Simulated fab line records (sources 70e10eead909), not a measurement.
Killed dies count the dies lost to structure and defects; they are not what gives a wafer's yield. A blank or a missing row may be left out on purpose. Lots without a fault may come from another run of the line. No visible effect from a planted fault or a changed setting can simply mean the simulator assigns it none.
Matching of chambers -- flow nand-harc -- NHARC_A_SLIT_DESCUM_14 on rie-diel-11 has 4 sister chambers
The step chemistry O2, time 3 s. 16 wafers are shown with their chamber, then 8 later ones without.

WAFERS, EACH WITH ITS CHAMBER
wafer,chamber,showerhead-plenum-p-Torr (Torr),oes-product-au (a.u.),throttle-valve-pct (%)
L932.2,2,1.91,0.990,11.324
L932.4,3,1.98,1.007,11.324
L932.5,3,1.98,1.002,11.304
L933.1,1,1.84,1.009,11.295
L933.5,0,1.87,1.018,11.308
L933.6,1,1.84,1.011,11.324
L936.2,1,1.84,0.997,11.311
L936.5,0,1.87,1.003,11.301
L936.6,3,1.98,0.980,11.325
L935.1,1,1.84,1.003,11.307
L935.2,0,1.87,1.005,11.304
L935.3,2,1.91,0.974,11.305
L941.3,2,1.91,0.999,11.304
L941.5,1,1.84,0.991,11.311
L941.6,2,1.91,0.983,11.311
L947.2,3,1.97,0.984,11.314

SIGNATURES (averages over the wafers above)
reading,chamber 0,chamber 1,chamber 2,chamber 3,scatter within a chamber
showerhead-plenum-p-Torr,1.8700,1.8400,1.9100,1.9775,0.0025
oes-product-au,1.00867,1.00220,0.98650,0.99325,0.0103
throttle-valve-pct,11.30433,11.30960,11.31100,11.31675,0.00913
Rule: for each reading, subtract the chamber's mean from the wafer's reading, divide by that reading's scatter and square the result; add these up over the readings and take the root, which gives the wafer's distance from the chamber. The wafer belongs to the nearest chamber; if the next one is less than 2 further off, it can't be placed. The scatter: the root of (the sum of the squares of (reading less its chamber's mean) over the shown wafers, divided by (wafers less chambers)).

WAFERS WITH NO CHAMBER GIVEN
wafer,showerhead-plenum-p-Torr (Torr),oes-product-au (a.u.),throttle-valve-pct (%)
L947.4,1.84,0.996,11.324
L947.6,1.84,0.990,11.312
L949.1,1.87,1.005,11.312
L949.2,1.97,0.980,11.310
L949.6,1.87,1.001,11.307
L952.2,1.97,0.982,11.307
L952.5,1.91,0.975,11.295
L952.6,1.97,0.991,11.311

WHICH CHAMBER EACH WENT THROUGH
wafer,from the rows above,in truth
L947.4,1,1
L947.6,1,1
L949.1,0,0
L949.2,3,3
L949.6,0,0
L952.2,3,3
L952.5,2,2
L952.6,3,3
Placed correctly: 8 of 8. Left unplaced by these rows: 0. Wrongly placed: 0.
